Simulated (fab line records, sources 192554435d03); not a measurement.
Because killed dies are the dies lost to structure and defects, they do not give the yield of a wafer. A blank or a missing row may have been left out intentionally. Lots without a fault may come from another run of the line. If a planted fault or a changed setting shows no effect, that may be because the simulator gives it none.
Matching of chambers	flow n5_finfet	uv_cure-02 running N5_BEOL_M5_CURE_80: 3 sister chambers
The step cures SiCOH lowk, time 120 s. 6 wafers are shown with their chamber, then 8 later ones without.

## EACH WAFER AND ITS CHAMBER
wafer	chamber	wafer_temp_C_max	lamp_power_pct (%)
L077.5	0	372.1	52.21
L077.6	0	371.7	52.36
L082.4	1	372.4	52.30
L082.5	1	372.0	52.31
L087.5	2	371.3	52.32
L086.1	2	371.6	52.37

## WAFERS MISSING THEIR CHAMBER
wafer	wafer_temp_C_max	lamp_power_pct (%)
L086.2	371.2	52.30
L086.3	371.3	52.31
L088.2	372.9	52.32
L088.3	372.4	52.33
L088.5	372.3	52.25
L090.3	370.9	52.39
L090.5	371.1	52.33
L090.6	371.1	52.29

## WHICH CHAMBER EACH ONE RAN IN
wafer	from the rows above	in truth
L086.2	can't be placed: 2 or 0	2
L086.3	can't be placed: 2 or 0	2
L088.2	can't be placed: 1 or 0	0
L088.3	can't be placed: 1 or 0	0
L088.5	can't be placed: 1 or 0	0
L090.3	can't be placed: 2 or 0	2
L090.5	can't be placed: 2 or 0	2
L090.6	can't be placed: 2 or 0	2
Correctly placed: 0 of 8. Can't be placed from these rows: 8 (the true chamber is among the candidates in 8). Number placed wrongly: 0.
How it was worked out, from the rows above alone: a wafer's distance from a chamber is the root of the sum, over the readings, of the square of ((its reading less the chamber's mean) divided by the reading's scatter). The wafer belongs to the nearest chamber; if the next one is less than 2 further off, it can't be placed. For every chamber, the mean is computed from those of its wafers that are shown. The scatter: take each reading less its chamber's mean, square it, sum over the shown wafers, divide by the number of wafers less the number of chambers, and take the root.
